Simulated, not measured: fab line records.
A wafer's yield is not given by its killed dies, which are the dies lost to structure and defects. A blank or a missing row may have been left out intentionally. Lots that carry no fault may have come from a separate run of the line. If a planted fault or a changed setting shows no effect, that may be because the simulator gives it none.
What tool caused it? -- flow n5 finfet -- Sampling: 10 lots, 30 wafers, 5 of 1938 route steps

WHAT EACH GAUGE READ, for each wafer
N5_FIN_CUT_OVL_MEAS_09. Usual: FIN_CUT_OVL gives -0.2 nm (standard deviation 0.52).
lot,measured,on,FIN_CUT_OVL (nm),flag
L471,day 2 22:55,overlay-01,-0.4 -0.5 -0.3,
L472,day 3 04:24,overlay-02,0.0 -0.1 0.1,
L474,day 3 17:46,overlay-02,-0.5 -0.5 -0.8,
L475,day 3 22:20,overlay-02,-0.2 -0.3 -0.8,
L477,day 4 09:50,overlay-02,-0.5 -0.1 0.3,
L478,day 4 14:34,overlay-01,-0.4 -0.7 -0.3,
L484,day 6 03:04,overlay-01,0.1 -0.1 0.3,
L487,day 6 21:01,overlay-01,-1.1 -1.3 -0.6,
L488,day 7 02:32,overlay-01,0.0 0.4 0.9,
L489,day 7 08:14,overlay-02,-0.4 0.1 -1.1,

N5_BEOL_M4_RC_MEAS_101. Usual: DIBL_N 36.0 mV/V, standard deviation 2.2; DIBL_P 35.9 mV/V, standard deviation 2.6; IOFF_N 0.16 nA/um, standard deviation 0.038; IOFF_P 0.21 nA/um, standard deviation 0.042; ION_N 675 uA/um, standard deviation 15; ION_P 463 uA/um, standard deviation 10; SS_N 71.5 mV/dec, standard deviation 0.62; SS_P 73.2 mV/dec, standard deviation 0.76; VT_N 250 mV, standard deviation 4.1; VT_P -251 mV, standard deviation 3.6.
lot,measured,on,DIBL_N (mV/V),DIBL_P (mV/V),IOFF_N (nA/um),IOFF_P (nA/um),ION_N (uA/um),ION_P (uA/um),SS_N (mV/dec),SS_P (mV/dec),VT_N (mV),VT_P (mV),flag
L471,day 9 02:25,prober-02,33.3 36.6 34.8,33.6 37.5 34.4,0.12 0.17 0.14,0.15 0.20 0.15,657 680 656,446 458 444,70.9 72.6 71.8,73.0 73.8 73.3,253 247 251,-255 -251 -255,
L472,day 9 00:44,prober-01,32.4 32.1 34.7,31.1 31.3 33.8,0.10 0.10 0.13,0.14 0.14 0.18,662 648 674,457 454 465,71.0 70.5 71.4,72.7 72.4 74.1,259 260 255,-258 -257 -251,
L474,day 9 19:13,prober-01,43.9 41.1 37.2,43.5 40.2 35.3,0.29 0.22 0.14,0.34 0.26 0.19,693 687 684,471 469 467,72.5 72.6 71.3,75.3 74.2 73.0,245 243 252,-245 -247 -255,
L475,day 9 22:17,prober-01,36.5 34.2 35.0,35.6 34.0 34.3,0.15 0.13 0.13,0.20 0.19 0.19,672 682 673,462 473 465,71.5 70.9 70.7,73.3 72.4 72.6,249 253 251,-249 -250 -249,
L477,day 9 23:51,prober-02,37.8 35.3 35.8,37.3 34.2 33.6,0.16 0.12 0.13,0.19 0.16 0.15,675 644 653,459 445 446,71.2 70.9 71.9,73.3 73.4 72.5,252 259 256,-254 -256 -259,
L478,day 10 11:47,prober-01,32.1 37.1 35.9,32.0 37.1 37.0,0.11 0.16 0.15,0.13 0.19 0.20,679 687 676,457 463 453,70.8 72.5 71.3,71.7 72.6 72.6,251 250 247,-258 -254 -252,
L484,day 11 22:24,prober-01,36.0 37.0 34.2,37.5 38.6 34.9,0.18 0.19 0.15,0.24 0.25 0.19,687 691 694,470 475 480,71.2 71.3 71.1,73.3 73.8 72.6,246 246 249,-246 -247 -250,
L487,day 12 17:16,prober-02,38.6 39.9 38.5,39.0 42.4 39.0,0.18 0.22 0.20,0.23 0.29 0.25,675 696 689,464 482 472,71.9 72.1 71.6,73.4 73.9 73.0,249 245 246,-250 -248 -250,
L488,day 13 05:34,prober-02,38.0 34.9 34.1,39.0 35.5 34.3,0.20 0.15 0.13,0.25 0.19 0.18,685 689 664,465 469 458,72.1 71.6 71.3,74.5 73.0 73.1,248 250 253,-251 -250 -254,
L489,day 13 02:10,prober-02,35.9 32.9 33.8,36.9 32.5 31.9,0.17 0.12 0.12,0.28 0.19 0.18,684 663 656,476 462 454,71.5 70.3 70.8,74.2 72.6 72.2,249 255 252,-243 -249 -251,

WHICH TOOL RAN EACH LOT (tool, then ch and the chambers of the sampled wafers, then the start)
lot,N5_FIN_CUT_STRIP_24,N5_FIN_CUT_PRECLEAN_35,N5_STI_FIN_REVEAL_ALD_00
L471,"rie diel-03 ch 1,2, day 2 23:25","vapor etch-02 ch 0,1, day 2 23:34","ald sin-03 ch 1,2, day 2 23:57"
L472,"rie diel-05 ch 0,3, day 3 04:55","vapor etch-02 ch 0,1, day 3 05:02","ald sin-03 ch 0,2,3, day 3 06:23"
L474,"rie diel-05 ch 0,2,3, day 3 18:16","vapor etch-02 ch 0,1, day 3 18:25","ald sin-01 ch 1,2, day 3 19:29"
L475,"rie diel-02 ch 0,2,3, day 3 22:51","vapor etch-02 ch 0,1, day 3 22:59","ald sin-03 ch 0,1, day 3 23:23"
L477,"rie diel-02 ch 0,1,3, day 4 10:21","vapor etch-02 ch 0,1, day 4 10:29","ald sin-03 ch 0,1,3, day 4 10:53"
L478,"rie diel-03 ch 2,3, day 4 15:11","vapor etch-02 ch 0,1, day 4 15:20","ald sin-04 ch 0,1,3, day 4 17:11"
L484,"rie diel-02 ch 0,1,2, day 6 03:34","vapor etch-01 ch 0,1, day 6 03:43","ald sin-03 ch 0,3, day 6 04:06"
L487,"rie diel-03 ch 0,3, day 6 21:45","vapor etch-02 ch 0,1, day 6 21:53","ald sin-04 ch 0,1,2, day 6 22:17"
L488,"rie diel-05 ch 0,1,3, day 7 03:08","vapor etch-02 ch 0,1, day 7 03:16","ald sin-04 ch 1,2,3, day 7 03:51"
L489,"rie diel-05 ch 0,2, day 7 08:56","vapor etch-02 ch 0, day 7 09:04","ald sin-01 ch 0,1,2, day 7 09:38"
- N5_FIN_CUT_STRIP_24: strips in CF4.
- N5_FIN_CUT_PRECLEAN_35: cleans in vHF, time 13.3 s.
- N5_STI_FIN_REVEAL_ALD_00: deposits SiO2, target thk 1 nm, pulse time 1 s.

AS READ BY THE TOOLS THEMSELVES (means over the sampled wafers that have a number; for cases with no such wafer, the mark the record gives instead)
N5_FIN_CUT_STRIP_24. Usual: drypump motor current A 5.7 A, standard deviation 0.48; oes product au 0.80 a.u., standard deviation 0.07; rf vpp V 271.2 V, standard deviation 1.2; showerhead plenum p Torr 1.80 Torr, standard deviation 0.046; throttle valve pct 13.47 %, standard deviation 0.27.
lot,tool,drypump motor current A (A),oes product au (a.u.),rf vpp V (V),showerhead plenum p Torr (Torr),throttle valve pct (%),flag
L471,rie diel-03,5.4,0.71,271.3,1.85,13.76,
L472,rie diel-05,6.2,0.81,271.2,1.78,13.64,
L474,rie diel-05,6.0,0.81,270.8,1.80,13.55,
L475,rie diel-02,5.7,0.81,271.2,1.77,13.40,
L477,rie diel-02,5.5,0.84,270.3,1.75,13.27,
L478,rie diel-03,6.0,0.75,272.2,1.85,13.60,
L484,rie diel-02,5.8,0.81,271.1,1.75,13.34,
L487,rie diel-03,5.8,0.83,270.1,1.77,13.39,
L488,rie diel-05,5.9,0.76,271.6,1.80,13.62,
L489,rie diel-05,5.8,0.78,270.6,1.81,13.50,

N5_FIN_CUT_PRECLEAN_35. Usual: drypump motor current A reads 5.48 A (standard deviation 0.21).
lot,tool,drypump motor current A (A),flag
L471,vapor etch-02,5.42,
L472,vapor etch-02,5.41,
L474,vapor etch-02,5.49,
L475,vapor etch-02,5.41,
L477,vapor etch-02,5.42,
L478,vapor etch-02,5.49,
L484,vapor etch-01,5.43,
L487,vapor etch-02,5.42,
L488,vapor etch-02,5.50,
L489,vapor etch-02,5.32,

N5_STI_FIN_REVEAL_ALD_00. Usual: chamber pressure Torr 2.000 Torr, standard deviation 0.0041; heater power w 485 W, standard deviation 38; precursor pulse height rel 0.998, standard deviation 0.019.
lot,tool,chamber pressure Torr (Torr),heater power w (W),precursor pulse height rel,flag
L471,ald sin-03,2.001,446,1.005,
L472,ald sin-03,2.002,496,0.977,
L474,ald sin-01,2.006,510,1.007,
L475,ald sin-03,1.999,482,0.986,
L477,ald sin-03,2.000,480,1.011,
L478,ald sin-04,1.996,495,1.013,
L484,ald sin-03,2.001,490,1.007,
L487,ald sin-04,1.998,512,1.005,
L488,ald sin-04,2.001,515,0.993,
L489,ald sin-01,2.003,473,1.021,

THE ANSWER, worked out from the rows above alone
Rule: a lot counts as off when the mean over its wafers that have a number is more than 3 standard deviations away from the usual mean. A lot without any number at a reading at which 4 lots or more have one is off too. The other lots that the step has rows for count as sound. The gauges are gone through in route order, then the tools' own readings, and for those a lot's mean is taken as printed above. The first step at which some lot is off is used, and at that step the reading that is off furthest; a lot without a number counts as furthest.
No lot is off at any reading shown: from this, nothing can be told.

WHAT THE SIMULATOR HAD PUT IN
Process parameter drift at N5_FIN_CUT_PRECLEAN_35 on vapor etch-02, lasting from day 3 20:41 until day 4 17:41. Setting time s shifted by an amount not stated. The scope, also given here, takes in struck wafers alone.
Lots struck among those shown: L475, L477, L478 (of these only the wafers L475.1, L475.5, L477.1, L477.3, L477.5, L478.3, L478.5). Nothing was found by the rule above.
